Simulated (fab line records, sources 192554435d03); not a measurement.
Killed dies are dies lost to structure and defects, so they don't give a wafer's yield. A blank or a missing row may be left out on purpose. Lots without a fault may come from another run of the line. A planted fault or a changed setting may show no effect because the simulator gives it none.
fab line records | flow n5_finfet | part 2 of 2: steps 5 to 6 of 6
record lots=24 wafers=72 last_day=18
route steps=1938 shown FIN_SAQP@102 FIN_CUT@168
lots that met no fault: from a run of the same line without faults
start_h: hours from the record's first day to the start of the lot's first wafer shown | wait_h: hours since the lot's step before | " the same as in the row above | L1.1+2: a row that stands for several wafers | - no value, or no start given | * or withheld: withheld | < > ~ a bound
route shown NAME@n: a module of which the file shows steps, and the number in the route of the first | usual: mean/standard deviation of fault-free wafers | same: alike in all rows | chamber/n: place in a boat | sites: the reading at each site | _std_site: their standard deviation | _edge_site: outer sites' mean less inner sites' | radius_mm: how far each site lies from the wafer's centre | mask NAME#n: copy n | behind: the tool/chamber that last shaped the wafer | hold: why the lot was held/for how many hours/how that ended | device: the transistor (n, p or np) that didn't switch | end of line: the same wafers' tests at the end of the route | a step without rows: its recipe alone | killed: dies lost to structure and defects at the first sort, not the wafer's yield | map: a wafer's dies, x killed, . not, _ none there
set.NAME: the setting as run; set.NAME@STEP: as run at that earlier step | model.NAME: the simulator's own value behind a step, which no gauge read
steps of the route over a sample of lots; a table a step, a row a wafer
services: from which hour (start_h, from the record's first day; less than 0 if before it) a tool's chamber was out of use, for how many hours, and why
## steps
# step N5_FIN_CUT_ETCH_20
# recipe chemistry=CF4 target=SiARC target_depth_a=260 mask_material=CAR-EUV time_s=43.3 ion_energy_ev=80 pressure_mtorr=40 source_w=545 bias_w=36 Ar_flow_sccm=100 cf4_flow_sccm=100 ends=cleared
# usual drypump_motor_current_A=5.8/0.58 etch_rf_on_time_s=43.8/1.4 oes_product_au=0.64/0.05 rf_vpp_V=184.1/1 showerhead_plenum_p_Torr=2.16/0.058 throttle_valve_pct=15.66/0.24
# columns lot.wafer tool chamber start_h wait_h drypump_motor_current_A etch_rf_on_time_s oes_product_au rf_hours_counter_h rf_vpp_V showerhead_plenum_p_Torr throttle_valve_pct
L074.1 rie_diel-05 0 27.02 0.0 6.6 44.1 0.68 106 184.1 2.09 15.27
L074.3 " 3 " " 5.9 44.0 0.63 127 185.5 2.23 15.77
L074.4 " 2 " " 6.6 43.5 0.69 107 183.1 2.15 15.43
L075.1 rie_diel-05 1 34.69 0.0 5.3 43.5 0.63 197 184.2 2.20 15.71
L075.4 " 2 " " 6.6 43.6 0.68 108 183.0 2.15 15.43
L075.6 " 2 " " 6.6 43.6 0.68 - 182.9 2.14 15.44
L076.4 rie_diel-03 2 38.51 0.0 6.0 45.3 0.59 221 185.1 2.22 15.98
L076.5 " 3 " " 4.9 43.6 0.66 - 184.0 2.24 15.57
L076.6 " 2 " " 6.0 45.3 0.59 - 183.8 2.21 15.98
L077.3 rie_diel-05 0 44.65 0.0 6.6 43.8 0.67 111 182.8 2.08 15.29
L077.5 " 2 " " 6.6 44.1 0.68 - 183.9 2.14 15.46
L077.6 " 1 " " 5.4 43.5 0.61 - 185.2 2.20 15.71
L078.1 rie_diel-05 3 51.36 0.0 5.8 44.3 0.63 134 184.9 2.22 15.77
L078.2 " 2 " " 6.6 43.9 0.67 114 183.5 2.14 15.45
L078.3 " 1 " " 5.3 44.0 0.61 204 184.4 2.20 15.73
L079.2 rie_diel-05 3 57.44 0.0 5.8 44.1 0.63 137 183.6 2.22 15.79
L079.4 " 1 " " 5.3 43.4 0.62 206 184.8 2.20 15.72
L079.5 " 2 " " 6.6 43.5 0.67 - 183.0 2.14 15.45
L080.1 rie_diel-05 2 64.47 0.0 6.6 44.4 0.67 120 183.3 2.14 15.45
L080.4 " 3 " " 5.9 44.7 0.62 139 185.6 2.22 15.79
L080.5 " 0 " " 6.6 45.2 0.66 - 182.5 2.08 15.27
L081.1 rie_diel-05 1 68.66 0.0 5.3 45.2 0.61 210 183.8 2.20 15.73
L081.2 " 3 " " 5.9 44.3 0.62 140 184.6 2.22 15.79
L081.6 " 0 " " 6.6 44.7 0.67 - 183.4 2.08 15.29
L082.1 rie_diel-03 3 74.65 0.0 4.8 43.8 0.65 136 184.4 2.24 15.59
L082.3 " 2 " " 5.9 45.6 0.59 231 183.5 2.21 15.98
L082.4 " 0 " " 5.9 42.5 0.60 233 182.7 2.11 16.09
L083.3 rie_diel-02 0 81.21 0.0 5.2 44.4 0.61 199 183.7 2.21 15.68
L083.5 " 3 " " 6.2 44.2 0.59 - 185.1 2.21 15.59
L083.6 " 2 " " 5.9 45.7 0.61 - 182.7 2.05 15.56
L084.1 rie_diel-03 3 88.61 0.0 4.8 44.1 0.65 141 185.8 2.24 15.60
L084.2 " 2 " " 6.0 46.1 0.58 236 185.3 2.21 16.00
L084.5 " 1 " " 5.3 40.5 0.67 - 182.6 2.15 15.92
L085.2 rie_diel-05 1 93.71 0.0 5.3 44.6 0.60 218 184.1 2.20 15.75
L085.4 " 0 " " 6.6 44.6 0.66 127 183.0 2.08 15.29
L085.6 " 1 " " 5.3 44.7 0.60 - 184.6 2.20 15.75
L086.3 rie_diel-02 0 99.12 0.0 5.2 45.5 0.61 204 185.1 2.21 15.69
L086.4 " 2 " " 5.9 45.8 0.60 215 182.1 2.05 15.57
L086.6 " 0 " " 5.2 45.0 0.61 - 184.7 2.21 15.69
L087.2 rie_diel-05 2 107.32 0.0 6.6 44.2 0.66 132 183.1 2.14 15.49
L087.4 " 0 " " 6.6 44.2 0.66 131 183.8 2.08 15.31
L087.6 " 0 " " 6.6 44.7 0.66 - 182.5 2.08 15.32
L088.2 rie_diel-03 2 111.87 0.0 6.0 45.1 0.58 244 185.0 2.21 16.03
L088.4 " 1 " " 5.3 39.7 0.67 153 182.8 2.15 15.94
L088.6 " 0 " " 5.9 43.3 0.59 - 183.6 2.10 16.11
L089.1 rie_diel-05 2 117.30 0.0 6.7 44.0 0.65 136 183.5 2.14 15.49
L089.3 " 1 " " 5.3 44.2 0.60 226 185.3 2.19 15.76
L089.6 " 3 " " 5.9 44.0 0.61 - 184.2 2.22 15.82
L090.2 rie_diel-03 2 122.62 0.0 6.0 46.2 0.58 246 183.5 2.21 16.03
L090.3 " 3 " " 4.8 44.3 0.64 151 184.0 2.23 15.64
L090.5 " 3 " " 4.9 44.2 0.64 - 185.0 2.23 15.61
L091.3 rie_diel-03 2 128.91 0.0 6.0 44.8 0.59 248 183.7 2.21 16.02
L091.4 " 1 " " 5.3 39.3 0.67 157 184.0 2.15 15.97
L091.6 " 0 " " 5.9 43.3 0.58 - 183.4 2.10 16.13
L092.2 rie_diel-05 2 135.98 0.0 6.6 44.4 0.64 142 184.9 2.13 15.49
L092.3 " 0 " " 6.6 44.8 0.65 139 182.5 2.07 15.32
L092.5 " 1 " " 5.3 43.9 0.60 - 183.5 2.19 15.77
L093.2 rie_diel-02 3 142.64 0.0 6.2 43.9 0.59 217 185.3 2.21 15.64
L093.5 " 1 " " 6.3 42.8 0.72 - 184.6 2.18 15.25
L093.6 " 2 " " 5.9 45.1 0.59 - 182.8 2.04 15.58
L094.2 rie_diel-02 1 148.35 0.0 6.3 43.7 0.70 53 183.5 2.18 15.25
L094.4 " 3 " " 6.3 43.8 0.59 218 184.3 2.21 15.65
L094.5 " 2 " " 5.9 45.6 0.59 - 184.0 2.04 15.60
L095.1 rie_diel-03 1 154.36 0.0 5.3 39.8 0.66 168 183.6 2.14 15.97
L095.2 " 3 " " 4.8 44.2 0.63 164 183.8 2.23 15.65
L095.3 " 0 " " 5.9 41.4 0.86 2 183.6 2.10 15.55
L096.3 rie_diel-05 1 160.56 0.0 5.3 45.1 0.59 240 184.8 2.19 15.81
L096.5 " 3 " " 5.9 44.8 0.60 - 184.7 2.21 15.83
L096.6 " 2 " " 6.6 44.6 0.65 - 184.0 2.13 15.52
L097.1 rie_diel-03 1 164.80 0.0 5.3 39.6 0.66 173 183.5 2.14 16.00
L097.3 " 3 " " 4.8 43.8 0.63 169 186.0 2.23 15.65
L097.4 " 3 " " 4.8 43.6 0.63 - 186.0 2.23 15.66
# step N5_FIN_CUT_PRECLEAN_35
# recipe time_s=13.3 temp_c=45 pressure_torr=125 p_hf_torr=3 p_coreactant_torr=25 chemistry=vHF
# usual drypump_motor_current_A=5.8/0.37 foreline_p_Torr=0.1279/0.00041
# columns lot.wafer tool chamber start_h wait_h drypump_motor_current_A foreline_p_Torr
L074.1 vapor_etch-02 1 27.52 0.0 5.8 0.1286
L074.3 " 1 " " 5.8 0.1289
L074.4 " 0 " " 5.5 0.1277
L075.1 vapor_etch-02 1 35.18 0.0 5.8 0.1273
L075.4 " 0 " " 5.6 0.1280
L075.6 " 0 " " 5.6 0.1280
L076.4 vapor_etch-02 0 39.02 0.1 5.5 0.1281
L076.5 " 1 " " 5.8 0.1274
L076.6 " 0 " " 5.6 0.1276
L077.3 vapor_etch-01 1 45.17 0.1 6.5 0.1280
L077.5 " 1 " " 6.5 0.1284
L077.6 " 0 " " 5.6 0.1274
L078.1 vapor_etch-01 0 51.85 0.0 5.6 0.1272
L078.2 " 1 " " 6.5 0.1278
L078.3 " 1 " " 6.5 0.1278
L079.2 vapor_etch-01 1 57.94 0.0 6.5 0.1279
L079.4 " 1 " " 6.5 0.1276
L079.5 " 0 " " 5.6 0.1281
L080.1 vapor_etch-02 1 65.10 0.2 5.8 0.1286
L080.4 " 0 " " 5.6 0.1278
L080.5 " 1 " " 5.8 0.1275
L081.1 vapor_etch-01 0 69.16 0.0 5.6 0.1271
L081.2 " 1 " " 6.5 0.1282
L081.6 " 0 " " 5.6 0.1276
L082.1 vapor_etch-02 0 75.15 0.0 5.6 0.1281
L082.3 " 1 " " 5.7 0.1277
L082.4 " 0 " " 5.6 0.1278
L083.3 vapor_etch-02 0 81.72 0.1 5.6 0.1283
L083.5 " 1 " " 5.8 0.1275
L083.6 " 0 " " 5.6 0.1286
L084.1 vapor_etch-01 1 90.33 1.3 6.5 0.1281
L084.2 " 0 " " 5.6 0.1278
L084.5 " 0 " " 5.6 0.1286
L085.2 vapor_etch-01 1 94.20 0.0 6.5 0.1279
L085.4 " 1 " " 6.5 0.1279
L085.6 " 0 " " 5.6 0.1267
L086.3 vapor_etch-01 1 100.48 0.9 6.5 0.1280
L086.4 " 0 " " 5.6 0.1278
L086.6 " 0 " " 5.6 0.1289
L087.2 vapor_etch-02 1 107.81 0.0 5.8 0.1278
L087.4 " 1 " " 5.8 0.1280
L087.6 " 0 " " 5.6 0.1283
L088.2 vapor_etch-02 1 112.37 0.0 5.8 0.1276
L088.4 " 0 " " 5.6 0.1279
L088.6 " 0 " " 5.6 0.1276
L089.1 vapor_etch-02 1 117.80 0.0 5.8 0.1274
L089.3 " 0 " " 5.6 0.1285
L089.6 " 1 " " 5.8 0.1277
L090.2 vapor_etch-02 0 123.12 0.0 5.6 0.1279
L090.3 " 1 " " 5.7 0.1288
L090.5 " 0 " " 5.6 0.1280
L091.3 vapor_etch-02 1 129.42 0.1 5.8 0.1273
L091.4 " 0 " " 5.5 0.1276
L091.6 " 1 " " 5.8 0.1280
L092.2 vapor_etch-02 0 136.47 0.0 5.6 0.1283
L092.3 " 0 " " 5.6 0.1281
L092.5 " 0 " " 5.5 0.1284
L093.2 vapor_etch-02 0 143.14 0.0 5.6 0.1280
L093.5 " 0 " " 5.6 0.1284
L093.6 " 1 " " 5.7 0.1286
L094.2 vapor_etch-01 0 148.85 0.0 5.6 0.1272
L094.4 " 1 " " 6.5 0.1280
L094.5 " 0 " " 5.6 0.1275
L095.1 vapor_etch-01 0 154.85 0.0 5.6 0.1289
L095.2 " 1 " " 6.5 0.1280
L095.3 " 0 " " 5.6 0.1279
L096.3 vapor_etch-01 0 161.08 0.1 5.6 0.1271
L096.5 " 1 " " 6.5 0.1279
L096.6 " 0 " " 5.6 0.1284
L097.1 vapor_etch-01 0 165.30 0.0 5.6 0.1276
L097.3 " 0 " " 5.6 0.1270
L097.4 " 1 " " 6.5 0.1281
## services
# columns tool chamber start_h hours kind
pecvd-03 0 4.78 3.8 repair
pecvd-02 2 6.45 7.9 repair
pecvd-03 0 18.30 5.5 scheduled_down
rie_diel-02 1 29.54 7.5 repair
rie_diel-02 2 33.44 10.3 repair
rie_si-02 1 45.69 - clean
rie_si-02 1 45.69 23.9 scheduled_down
rie_si-02 1 45.69 23.9 vent_cycle
pecvd-01 0 50.81 5.5 scheduled_down
rie_diel-03 3 60.59 9.6 repair
rie_si-01 0 63.89 7.6 repair
pecvd-03 0 74.44 15.9 repair
rie_diel-02 0 83.16 3.2 repair
vapor_etch-02 - 89.38 14.6 pm
pecvd-02 - 94.22 1.0 repair
pecvd-03 - 98.95 0.7 repair
rie_si-02 2 100.50 7.3 repair
rie_si-03 0 117.93 4.8 repair
rie_diel-05 3 120.53 12.2 repair
rie_diel-05 0 130.14 5.3 repair
rie_diel-03 0 130.43 - clean
vapor_etch-02 - 135.98 0.3 repair
rie_diel-02 - 145.77 0.3 repair
rie_si-02 0 148.94 4.1 repair
